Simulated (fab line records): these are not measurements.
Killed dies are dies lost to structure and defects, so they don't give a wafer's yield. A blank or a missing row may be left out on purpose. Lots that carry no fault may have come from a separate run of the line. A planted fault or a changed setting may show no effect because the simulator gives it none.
Which of the tools did it?    flow nandHarc    21 wafers from 7 lots sampled at 2 of the route's 1302 steps

WHAT THE GAUGES SHOWED, per wafer
NHARC_A_ONON_D1_THK_MEAS_30: measures by ellipsometry.
lot   measured      on            thkNm (nm)
L620  day 8 16:26   filmMetro-02  1013 1012 1014
L623  day 9 14:47   filmMetro-01  1009 1011 1011
L625  day 10 20:55  filmMetro-01  1017 1017 1018
L631  day 13 06:05  filmMetro-01  1716 1714 1717
L634  day 14 13:58  filmMetro-02  1725 1726 1726
L640  day 17 23:14  filmMetro-01  1000 999 999
L641  day 18 03:11  filmMetro-02  1006 1008 1007

WHICH TOOL RAN EACH LOT (tool, then ch and the chambers of the sampled wafers, then the start)
lot   NHARC_A_ONON_D1_DEP_28
L620  pecvdOnon-03 ch 0, day 8 16:02
L623  pecvdOnon-04 ch 0, day 9 14:16
L625  pecvdOnon-04 ch 0, day 10 20:24
L631  pecvdOnon-04 ch 0, day 13 05:44
L634  pecvdOnon-04 ch 0, day 14 13:34
L640  pecvdOnon-03 ch 0, day 17 22:53
L641  pecvdOnon-02 ch 0, day 18 02:43
- NHARC_A_ONON_D1_DEP_28: target thk 1000 nm.

THE ANSWER, worked out from the rows above alone
Rule: what is usual is taken from the lots themselves. The widest of any qualifying gaps counts: lots, ordered by their means at a reading, are off when they make up no more than a third of the lots, leave a main group of 4 or more, and stand apart from it by 3 or more times the standard deviation of that group's means. If all means in a main group match to the digits the tables above print for the reading, that group is not used. A lot without any number at a reading at which 4 lots or more have one is off too. Where the step has rows for the other lots, those lots are counted as sound.
Off at NHARC_A_ONON_D1_THK_MEAS_30 (thkNm): L631, L634. The main group: mean 1009 nm, standard deviation 6.1.
If a tool, at a process step before that reading, ran all the lots that are off and no sound lot after the first of them, it fits. Gauges at NHARC_A_ONON_D1_THK_MEAS_30: tried the same way as those tools. One fits: NHARC_A_ONON_D1_DEP_28 on pecvdOnon-04. A fault onset in the window from L625 (day 10 20:24, its last sound lot) to L631 (day 13 05:44, its first lot off) fits.

WHAT THE SIMULATOR HAD INSERTED
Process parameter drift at NHARC_A_ONON_D1_DEP_28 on pecvdOnon-04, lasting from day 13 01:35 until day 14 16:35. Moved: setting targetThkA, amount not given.
Shown lots that were struck: L631, L634. The same result came from the rule above.
